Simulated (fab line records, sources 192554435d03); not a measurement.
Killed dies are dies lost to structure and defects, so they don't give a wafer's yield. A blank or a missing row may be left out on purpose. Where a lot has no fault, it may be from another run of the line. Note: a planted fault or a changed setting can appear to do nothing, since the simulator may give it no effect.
Which tool is to blame? -- flow n5Finfet -- 24 lots with 72 wafers sampled at 6 steps, on a route of 1938 steps

## WHAT EACH GAUGE READ, for each wafer
N5_WELL_APT_CD_MEAS_08: the cd target is 200 nm.
lot,measured,on,cdNm (nm)
L074,day 1 13:41,cdSem-01,200.4 199.5 200.5
L075,day 1 21:08,cdSem-01,198.9 201.5 199.4
L076,day 2 02:20,cdSem-01,199.1 198.2 197.6
L077,day 2 07:34,cdSem-01,201.2 199.3 200.5
L078,day 2 13:41,cdSem-03,198.4 201.3 198.0
L079,day 2 19:36,cdSem-01,199.2 197.2 200.2
L080,day 3 01:34,cdSem-01,199.3 199.4 200.0
L081,day 3 07:43,cdSem-03,200.0 199.2 199.3
L082,day 3 13:49,cdSem-01,200.6 200.5 200.5
L083,day 3 20:32,cdSem-03,200.7 200.7 200.8
L084,day 4 01:49,cdSem-01,200.5 202.4 201.5
L085,day 4 07:43,cdSem-02,200.0 201.6 202.4
L086,day 4 13:55,cdSem-02,202.9 199.0 201.0
L087,day 4 19:50,cdSem-02,199.4 200.6 199.3
L088,day 5 01:35,cdSem-03,198.9 198.9 197.9
L089,day 5 07:48,cdSem-01,197.9 199.4 198.7
L090,day 5 13:53,cdSem-03,201.4 201.6 200.9
L091,day 5 19:41,cdSem-02,200.5 200.0 200.1
L092,day 6 01:58,cdSem-01,199.9 199.4 201.0
L093,day 6 07:49,cdSem-03,201.6 198.5 200.3
L094,day 6 13:46,cdSem-03,199.9 200.2 200.8
L095,day 6 19:49,cdSem-03,199.8 199.2 199.5
L096,day 7 01:52,cdSem-03,198.9 199.7 198.4
L097,day 7 07:50,cdSem-01,202.0 200.9 199.9

N5_FIN_SAQP_THK_MEAS_05.
lot,measured,on,thkNm (nm)
L074,day 1 22:16,filmMetro-02,37.5 37.9 38.1
L075,day 2 05:22,filmMetro-02,38.0 37.6 39.0
L076,day 2 09:52,filmMetro-02,37.8 37.9 38.6
L077,day 2 14:30,filmMetro-02,37.2 37.2 38.0
L078,day 2 20:41,filmMetro-01,37.9 37.8 37.8
L079,day 3 02:37,filmMetro-02,38.6 38.1 38.0
L080,day 3 08:55,filmMetro-02,37.9 37.8 37.7
L081,day 3 15:01,filmMetro-02,37.1 37.6 37.8
L082,day 3 20:32,filmMetro-02,37.3 37.3 37.8
L083,day 4 04:02,filmMetro-01,36.8 38.3 37.0
L084,day 4 08:44,filmMetro-02,37.9 37.8 38.2
L085,day 4 14:46,filmMetro-01,38.1 38.2 38.8
L086,day 4 21:05,filmMetro-01,36.8 38.3 38.4
L087,day 5 02:56,filmMetro-01,37.6 38.2 38.0
L088,day 5 08:46,filmMetro-02,37.6 38.5 38.4
L089,day 5 14:55,filmMetro-02,38.0 38.1 37.9
L090,day 5 21:01,filmMetro-01,37.5 38.3 38.2
L091,day 6 02:33,filmMetro-01,37.8 38.5 38.0
L092,day 6 09:10,filmMetro-02,38.2 37.6 38.5
L093,day 6 15:06,filmMetro-01,37.9 38.0 37.9
L094,day 6 22:20,filmMetro-01,36.7 38.3 37.5
L095,day 7 05:12,filmMetro-01,38.0 37.9 38.6
L096,day 7 09:10,filmMetro-01,38.3 38.0 38.8
L097,day 7 15:46,filmMetro-01,37.6 37.5 38.4

N5_FIN_SAQP_OVL_MEAS_17.
lot,measured,on,FIN_CORE_OVL (nm)
L074,day 1 22:57,overlay-01,-0.2 0.5 0.4
L075,day 2 06:02,overlay-01,0.7 0.6 0.4
L076,day 2 10:32,overlay-01,0.0 -0.1 -1.1
L077,day 2 15:14,overlay-02,0.0 1.5 -0.5
L078,day 2 21:28,overlay-01,-0.4 1.6 2.2
L079,day 3 03:25,overlay-01,0.6 1.2 0.3
L080,day 3 09:35,overlay-02,1.8 2.6 0.5
L081,day 3 15:43,overlay-01,0.5 1.0 1.2
L082,day 3 21:16,overlay-01,2.4 0.4 1.2
L083,day 4 04:47,overlay-02,0.4 -0.2 0.0
L084,day 4 09:34,overlay-01,0.4 -0.3 0.4
L085,day 4 15:35,overlay-02,1.3 -0.2 0.5
L086,day 4 21:49,overlay-02,-0.4 -1.5 -0.4
L087,day 5 03:40,overlay-01,-0.7 -0.6 -0.7
L088,day 5 09:22,overlay-02,0.5 0.3 -0.1
L089,day 5 15:31,overlay-02,1.6 1.6 1.5
L090,day 5 21:44,overlay-02,0.6 0.5 2.0
L091,day 6 03:10,overlay-02,2.9 -0.5 0.4
L092,day 6 09:54,overlay-01,-0.3 -0.6 -0.4
L093,day 6 15:51,overlay-02,-0.1 -0.1 0.1
L094,day 6 22:56,overlay-01,1.1 -0.2 2.2
L095,day 7 07:07,overlay-01,0.2 0.0 0.7
L096,day 7 09:58,overlay-02,-0.8 0.7 0.0
L097,day 7 16:24,overlay-01,-0.2 -0.9 -0.5

## TOOL THAT RAN EACH LOT (tool first, then ch and the chambers of the sampled wafers, then the start)
lot,N5_ZERO_LAYER_ETCH_17,N5_PMOS_HMC_CHANNEL_EPI_ETCH_32,N5_PMOS_HMC_CHANNEL_EPI_CMP_21
L074,"rieDiel-05 ch 1,2, day 1 12:50","rieDiel-02 ch 1,3, day 1 18:51","cmp-04 ch 0,3, day 1 20:49"
L075,"rieDiel-05 ch 0,1,3, day 1 20:17","rieDiel-02 ch 1,2,3, day 2 01:32","cmp-04 ch 1,2,3, day 2 03:53"
L076,"rieDiel-05 ch 0,2,3, day 2 01:22","rieDiel-02 ch 1,2,3, day 2 06:08","cmp-04 ch 0,1,2, day 2 08:28"
L077,"rieDiel-05 ch 0,2,3, day 2 06:43","rieDiel-02 ch 0,2,3, day 2 11:08","cmp-01 ch 1,2, day 2 13:06"
L078,"rieDiel-02 ch 0,1,3, day 2 12:50","rieDiel-02 ch 0,1,2, day 2 17:14","cmp-04 ch 1,2, day 2 19:11"
L079,"rieDiel-03 ch 1,3, day 2 18:45","rieDiel-05 ch 2,3, day 2 23:02","cmp-04 ch 0,1, day 3 01:00"
L080,"rieDiel-05 ch 0,1,2, day 3 00:43","rieDiel-03 ch 0,1, day 3 05:06","cmp-02 ch 1,2, day 3 07:05"
L081,"rieDiel-05 ch 0,1,3, day 3 06:44","rieDiel-05 ch 0,3, day 3 11:31","cmp-01 ch 1,2,3, day 3 13:29"
L082,"rieDiel-02 ch 0,1,2, day 3 12:58","rieDiel-05 ch 0,1,2, day 3 17:08","cmp-04 ch 0,1,2, day 3 19:06"
L083,"rieDiel-05 ch 0,2,3, day 3 19:41","rieDiel-03 ch 0,3, day 4 00:34","cmp-01 ch 0,2, day 4 02:30"
L084,"rieDiel-05 ch 1,2,3, day 4 00:49","rieDiel-05 ch 1,2,3, day 4 05:20","cmp-04 ch 0,1,3, day 4 07:20"
L085,"rieDiel-03 ch 0,2, day 4 06:52","rieDiel-05 ch 0,2, day 4 11:23","cmp-02 ch 0,1, day 4 13:19"
L086,"rieDiel-05 ch 0,3, day 4 12:57","rieDiel-05 ch 0,1, day 4 17:44","cmp-01 ch 0,3, day 4 19:42"
L087,"rieDiel-02 ch 2,3, day 4 18:52","rieDiel-05 ch 1,2, day 4 23:25","cmp-02 ch 0,3, day 5 01:21"
L088,"rieDiel-05 ch 0,1,2, day 5 00:45","rieDiel-02 ch 0,1,3, day 5 05:19","cmp-01 ch 0,2,3, day 5 07:17"
L089,"rieDiel-02 ch 0,1,3, day 5 06:56","rieDiel-02 ch 0,3, day 5 11:25","cmp-04 ch 1,2, day 5 13:23"
L090,"rieDiel-03 ch 2,3, day 5 12:56","rieDiel-03 ch 0,3, day 5 17:32","cmp-02 ch 1,2, day 5 19:27"
L091,"rieDiel-02 ch 0,3, day 5 18:50","rieDiel-02 ch 2,3, day 5 23:13","cmp-02 ch 0,2,3, day 6 01:09"
L092,"rieDiel-05 ch 0,1, day 6 01:00","rieDiel-03 ch 2,3, day 6 05:43","cmp-02 ch 0,2, day 6 07:38"
L093,"rieDiel-03 ch 0,1, day 6 06:50","rieDiel-05 ch 0,1, day 6 11:35","cmp-02 ch 0,3, day 6 13:31"
L094,"rieDiel-03 ch 0,3, day 6 12:56","rieDiel-03 ch 0,1,2, day 6 17:13","cmp-01 ch 0,2,3, day 6 19:11"
L095,"rieDiel-02 ch 0,1,2, day 6 18:58","rieDiel-02 ch 0,1,2, day 6 23:47","cmp-02 ch 0,1,2, day 7 01:42"
L096,"rieDiel-03 ch 1,2,3, day 7 00:53","rieDiel-03 ch 0,1,2, day 7 05:25","cmp-02 ch 0,1,3, day 7 07:23"
L097,"rieDiel-03 ch 0,2,3, day 7 06:52","rieDiel-03 ch 0,1, day 7 11:49","cmp-01 ch 0,2,3, day 7 13:49"
- N5_ZERO_LAYER_ETCH_17: etches SiO2 in CF4, target depth 12 nm, time 13.3 s.
- N5_PMOS_HMC_CHANNEL_EPI_ETCH_32: etches BARC in N2/H2, stops on SiO2, target depth 85.8 nm, time 50.3 s.
- N5_PMOS_HMC_CHANNEL_EPI_CMP_21: polishes SiGe30, target thk 54 nm.

## AS READ BY THE TOOLS THEMSELVES (means over the sampled wafers that have a number; for cases with no such wafer, the mark the record gives instead)
N5_ZERO_LAYER_ETCH_17.
lot,tool,cf4FlowSccm (sccm),drypumpMotorCurrentA (A),oesProductAu (a.u.),rfVppV (V),showerheadPlenumPTorr (Torr),throttleValvePct (%)
L074,rieDiel-05,99.8,5.6,0.68,950,2.17,15.80
L075,rieDiel-05,100.0,5.8,0.73,949,2.16,15.67
L076,rieDiel-05,99.9,6.1,0.74,949,2.14,15.77
L077,rieDiel-05,99.9,6.1,0.74,949,2.14,15.77
L078,rieDiel-02,99.9,5.4,0.76,947,2.11,15.73
L079,rieDiel-03,99.8,5.6,0.75,953,2.20,15.77
L080,rieDiel-05,99.9,5.8,0.80,949,2.15,15.58
L081,rieDiel-05,100.1,5.9,0.83,951,2.16,15.54
L082,rieDiel-02,100.3,5.5,0.80,948,2.12,15.76
L083,rieDiel-05,99.8,6.1,0.72,948,2.13,15.79
L084,rieDiel-05,99.9,6.0,0.81,950,2.15,15.73
L085,rieDiel-03,100.0,5.9,0.80,952,2.19,15.67
L086,rieDiel-05,100.1,6.2,0.75,948,2.14,15.76
L087,rieDiel-02,99.9,6.0,0.86,945,2.09,15.57
L088,rieDiel-05,99.7,5.8,0.77,949,2.14,15.60
L089,rieDiel-02,100.0,5.4,0.74,946,2.11,15.78
L090,rieDiel-03,100.0,5.6,0.71,950,2.16,15.75
L091,rieDiel-02,99.9,5.2,0.71,949,2.15,15.84
L092,rieDiel-05,99.4,5.7,0.76,949,2.15,15.46
L093,rieDiel-03,99.9,5.9,0.80,953,2.21,15.74
L094,rieDiel-03,100.0,5.8,0.79,956,2.24,15.68
L095,rieDiel-02,99.9,5.5,0.77,947,2.11,15.79
L096,rieDiel-03,100.2,5.6,0.72,950,2.14,15.84
L097,rieDiel-03,100.0,5.7,0.74,951,2.17,15.74

N5_PMOS_HMC_CHANNEL_EPI_ETCH_32.
lot,tool,drypumpMotorCurrentA (A),oesProductAu (a.u.),rfVppV (V),showerheadPlenumPTorr (Torr),throttleValvePct (%)
L074,rieDiel-02,5.7,0.67,522.0,2.46,17.99
L075,rieDiel-02,5.8,0.70,522.2,2.46,17.91
L076,rieDiel-02,5.9,0.70,522.2,2.46,17.90
L077,rieDiel-02,5.6,0.69,523.8,2.52,17.94
L078,rieDiel-02,5.5,0.69,522.3,2.52,18.01
L079,rieDiel-05,6.3,0.65,524.6,2.54,18.09
L080,rieDiel-03,5.8,0.70,526.7,2.64,18.06
L081,rieDiel-05,6.2,0.66,523.9,2.53,17.97
L082,rieDiel-05,5.8,0.67,523.5,2.55,17.82
L083,rieDiel-03,5.6,0.66,527.9,2.67,17.96
L084,rieDiel-05,6.0,0.69,524.5,2.55,17.94
L085,rieDiel-05,6.1,0.59,523.2,2.51,18.00
L086,rieDiel-05,5.5,0.74,524.5,2.57,17.66
L087,rieDiel-05,5.9,0.65,523.3,2.53,17.97
L088,rieDiel-02,5.4,0.63,523.2,2.50,18.07
L089,rieDiel-02,5.2,0.61,524.7,2.55,18.09
L090,rieDiel-03,5.6,0.65,527.9,2.66,17.98
L091,rieDiel-02,6.0,0.71,522.2,2.47,17.86
L092,rieDiel-03,5.5,0.62,524.4,2.58,17.97
L093,rieDiel-05,5.5,0.72,525.3,2.57,17.67
L094,rieDiel-03,5.8,0.65,523.1,2.55,18.09
L095,rieDiel-02,5.5,0.66,522.9,2.51,18.07
L096,rieDiel-03,5.8,0.65,523.6,2.55,18.09
L097,rieDiel-03,5.9,0.67,526.2,2.63,18.12

N5_PMOS_HMC_CHANNEL_EPI_CMP_21.
lot,tool,motorCurrentA (A)
L074,cmp-04,12.6
L075,cmp-04,12.2
L076,cmp-04,12.2
L077,cmp-01,13.0
L078,cmp-04,11.9
L079,cmp-04,12.0
L080,cmp-02,11.9
L081,cmp-01,12.3
L082,cmp-04,12.1
L083,cmp-01,11.8
L084,cmp-04,12.3
L085,cmp-02,11.7
L086,cmp-01,11.3
L087,cmp-02,11.2
L088,cmp-01,11.6
L089,cmp-04,12.4
L090,cmp-02,11.4
L091,cmp-02,11.8
L092,cmp-02,11.5
L093,cmp-02,11.6
L094,cmp-01,11.8
L095,cmp-02,12.2
L096,cmp-02,11.6
L097,cmp-01,11.7

## THE ANSWER, worked out from the rows above alone
Rule: the usual values come from the lots themselves. The widest of any qualifying gaps counts: lots, ordered by their means at a reading, are off when they make up no more than a third of the lots, leave a main group of 4 or more, and stand apart from it by 3 or more times the standard deviation of that group's means. A main group whose means are all the same, to the digits that the tables above print for the reading, isn't used. A lot without any number at a reading at which 4 lots or more have one is off too. All remaining lots with rows at the step are treated as sound. After the gauges, taken in route order, come the tools' own readings; for these a lot's mean is taken, as printed above. At the first step where some lot is off, the reading lying furthest off is the one used; lots without a number count as furthest.
Across all readings shown, no lot is off: no conclusion can be drawn from this.

## WHAT THE SIMULATOR PUT IN
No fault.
